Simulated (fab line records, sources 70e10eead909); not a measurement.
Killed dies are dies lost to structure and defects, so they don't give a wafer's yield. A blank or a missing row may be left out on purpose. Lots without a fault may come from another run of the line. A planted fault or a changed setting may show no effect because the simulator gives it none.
Tool commonality check | flow nand_harc | 12 lots, 36 wafers sampled

WHY IT WAS OPENED
At NHARC_THIN_TSV_THK_MEAS_02 the reading thk_nm is flagged on 2 of 12 lots. Wafers without a fault read 2983 nm, standard deviation 230.
Rule: a lot is flagged when every wafer of it that has a number lies more than 4 standard deviations from that mean, or none has a number. The other lots count as sound.

lot  | measured     | on            | thk_nm (nm), wafer by wafer | flag
L184 | day 23 13:18 | film_metro-01 | 3332 3091 3173              |
L183 | day 23 15:43 | film_metro-02 | 2742 3060 2692              |
L185 | day 24 06:22 | film_metro-02 | 2681 2891 2596              |
L187 | day 25 07:59 | film_metro-01 | 3216 3413 3525              |
L195 | day 28 11:31 | film_metro-02 | 6207 6280 6414              | FLAGGED
L194 | day 28 16:58 | film_metro-02 | 5912 5893 5953              | FLAGGED
L199 | day 30 01:04 | film_metro-02 | 2846 2763 2591              |
L198 | day 30 02:15 | film_metro-02 | 3045 3143 2850              |
L200 | day 30 12:34 | film_metro-02 | 2887 3056 3085              |
L197 | day 30 20:22 | film_metro-02 | 2799 3002 2777              |
L202 | day 32 15:12 | film_metro-02 | 3323 2540 2600              |
L205 | day 32 16:23 | film_metro-02 | 2977 2997 2818              |
The numbers of the flagged lots are 6110 nm on average: +3127 nm against the usual, or +14 standard deviations.

WHICH TOOL RAN EACH LOT
The record holds 3 process steps before the reading, out of a route of 1302 steps. In each cell: the tool, then ch and the chambers that the sampled wafers went through, then the start.
lot  | flag    | NHARC_A_BONDPAD_STRIP_15           | NHARC_A_BONDPAD_DEGAS_25     | NHARC_THIN_TSV_CMP_01
L184 |         | rie_diel-11 ch 1,2, day 23 00:52   | pvd_sputter-02, day 23 01:24 | cmp-04 ch 2,3, day 23 13:04
L183 |         | rie_diel-07 ch 0,1,2, day 23 02:12 | pvd_sputter-01, day 23 02:46 | cmp-01 ch 0,3, day 23 15:27
L185 |         | rie_diel-07 ch 0,1,3, day 23 16:31 | pvd_sputter-01, day 23 17:06 | cmp-01 ch 0,1,3, day 24 06:06
L187 |         | rie_diel-11 ch 0,1,3, day 24 18:25 | pvd_sputter-02, day 24 18:57 | cmp-01 ch 0,2, day 25 07:44
L195 | FLAGGED | rie_diel-07 ch 0,1,3, day 27 21:43 | pvd_sputter-02, day 27 22:19 | cmp-01 ch 1,2, day 28 11:17
L194 | FLAGGED | rie_diel-01 ch 0,1,2, day 28 03:29 | pvd_sputter-03, day 28 04:05 | cmp-01 ch 0,1,3, day 28 16:43
L199 |         | rie_diel-07 ch 0,1,2, day 29 11:48 | pvd_sputter-01, day 29 12:19 | cmp-04 ch 0,2, day 30 00:48
L198 |         | rie_diel-07 ch 2,3, day 29 13:11   | pvd_sputter-03, day 29 13:44 | cmp-04 ch 0,1,3, day 30 02:01
L200 |         | rie_diel-01 ch 0,1,3, day 29 23:13 | pvd_sputter-01, day 29 23:46 | cmp-04 ch 1,2,3, day 30 12:19
L197 |         | rie_diel-01 ch 0,1,2, day 30 05:22 | pvd_sputter-01, day 30 05:55 | cmp-03 ch 0,3, day 30 20:08
L202 |         | rie_diel-11 ch 2,3, day 32 01:27   | pvd_sputter-03, day 32 01:59 | cmp-01 ch 0,2,3, day 32 15:01
L205 |         | rie_diel-07 ch 1,2, day 32 03:31   | pvd_sputter-02, day 32 04:04 | cmp-01 ch 0,1,3, day 32 16:12
What these steps do:
- NHARC_A_BONDPAD_STRIP_15: strips in O2.
- NHARC_A_BONDPAD_DEGAS_25: time 60 s.
- NHARC_THIN_TSV_CMP_01: polishes.
- NHARC_THIN_TSV_THK_MEAS_02: measures by ir.

FLAGGED OVER TOTAL, TOOL BY TOOL (the gauges that took the reading come last)
step                       | tool           | lots run | flagged | share of the flagged lots | sound lots run after its first flagged lot
NHARC_A_BONDPAD_STRIP_15   | rie_diel-01    | 3        | 1       | some                      | 2 (L200,L197)
NHARC_A_BONDPAD_STRIP_15   | rie_diel-07    | 6        | 1       | some                      | 3 (L199,L198,L205)
NHARC_A_BONDPAD_STRIP_15   | rie_diel-11    | 3        | 0       | none                      | -
NHARC_A_BONDPAD_DEGAS_25   | pvd_sputter-01 | 5        | 0       | none                      | -
NHARC_A_BONDPAD_DEGAS_25   | pvd_sputter-02 | 4        | 1       | some                      | 1 (L205)
NHARC_A_BONDPAD_DEGAS_25   | pvd_sputter-03 | 3        | 1       | some                      | 2 (L198,L202)
NHARC_THIN_TSV_CMP_01      | cmp-01         | 7        | 2       | all                       | 2 (L202,L205)
NHARC_THIN_TSV_CMP_01      | cmp-03         | 1        | 0       | none                      | -
NHARC_THIN_TSV_CMP_01      | cmp-04         | 4        | 0       | none                      | -
NHARC_THIN_TSV_THK_MEAS_02 | film_metro-01  | 2        | 0       | none                      | -
NHARC_THIN_TSV_THK_MEAS_02 | film_metro-02  | 10       | 2       | all                       | 6 (L199,L198,L200,L197,L202,L205)

WHAT THE TABLE ALLOWS
2 rows of the table ran every flagged lot: cmp-01 at NHARC_THIN_TSV_CMP_01, film_metro-02 at NHARC_THIN_TSV_THK_MEAS_02.
- cmp-01 at NHARC_THIN_TSV_CMP_01: 2 of its 7 lots flagged. Sound lots ran on it after the first flagged one (L202, L205), which a lasting fault on the whole tool wouldn't allow. On the flagged lots its readings are blank where sound lots have values: edge_zone_pressure_frac, motor_current_A.
- film_metro-02 at NHARC_THIN_TSV_THK_MEAS_02: 2 of its 10 lots flagged. Sound lots ran on it after the first flagged one (L199, L198, L200, L197, L202, L205), which a lasting fault on the whole tool wouldn't allow.
No row of the table ran every flagged lot and no sound lot after the first.

WHAT THE SIMULATOR HAD PUT IN
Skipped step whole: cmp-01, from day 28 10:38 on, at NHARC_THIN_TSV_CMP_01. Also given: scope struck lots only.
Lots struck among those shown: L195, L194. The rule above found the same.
